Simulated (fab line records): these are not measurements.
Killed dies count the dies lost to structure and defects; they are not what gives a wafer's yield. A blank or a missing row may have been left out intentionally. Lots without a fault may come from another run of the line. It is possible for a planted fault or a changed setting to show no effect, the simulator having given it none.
One fault seen from 2 desks    flow n5_finfet    every desk sees just its own numbers, and what lay behind them comes last

## THE TOOL OWNER'S DESK: pvd_sputter-02
The tool's own readings at N5_MOL_CONTACT_COAG_SPUTTER_130 (material Co, target thk 47.5 nm): means of the sampled wafers that have a number, for each lot that ran on this tool. Any lot whose mean is over 4 standard deviations away from the usual mean is out of limits and marked OUT; that distance is given in the brackets.
Columns: A = throttle_valve_pct at N5_MOL_CONTACT_COAG_SPUTTER_130, usual 29.9 %
lot   first seen here  A
L671  day 8 01:41      30.7
L674  day 8 18:12      29.6
This desk's finding: nothing out of limits on any of the 2 lots.

## AT THE METROLOGY DESK
Means of the sampled wafers that have a number, per lot and without regard to the tool the lot ran on: this is what the gauges read. Any lot whose mean is over 4 standard deviations away from the usual mean is out of limits and marked OUT; that distance is given in the brackets. Shown here are 7 of its 11 readings, the ones lying furthest out on some lot.
Columns: A = cd_nm at N5_MOL_CONTACT_COAG_CD_MEAS_99, usual 17.2 nm; B = DIBL_N at N5_BEOL_M4_RC_MEAS_101, usual 37.5 mV/V; C = IOFF_P at N5_BEOL_M4_RC_MEAS_101, usual 0.24 nA/um; D = ION_N at N5_BEOL_M4_RC_MEAS_101, usual 677 uA/um; E = ION_P at N5_BEOL_M4_RC_MEAS_101, usual 464 uA/um; F = SS_N at N5_BEOL_M4_RC_MEAS_101, usual 72.0 mV/dec; G = VT_P at N5_BEOL_M4_RC_MEAS_101, usual -249 mV
lot   first seen here  A     B     C     D    E    F     G
L662  day 5 12:30      16.8  36.8  0.18  660  449  72.5  -254
L671  day 7 19:40      17.5  38.6  0.22  666  460  72.0  -251
L674  day 8 10:03      16.8  38.3  0.25  685  468  71.8  -248
L676  day 8 21:40      17.5  35.4  0.22  674  470  71.2  -252
L680  day 9 23:36      17.3  37.6  0.22  674  456  72.1  -252
This desk's finding: nothing out of limits on any of the 5 lots.

## ALL TOGETHER
The desk of the tool owner found nothing out of limits.
The metrology desk saw nothing out of limits.

## WHAT HAD BEEN PUT IN BY THE SIMULATOR
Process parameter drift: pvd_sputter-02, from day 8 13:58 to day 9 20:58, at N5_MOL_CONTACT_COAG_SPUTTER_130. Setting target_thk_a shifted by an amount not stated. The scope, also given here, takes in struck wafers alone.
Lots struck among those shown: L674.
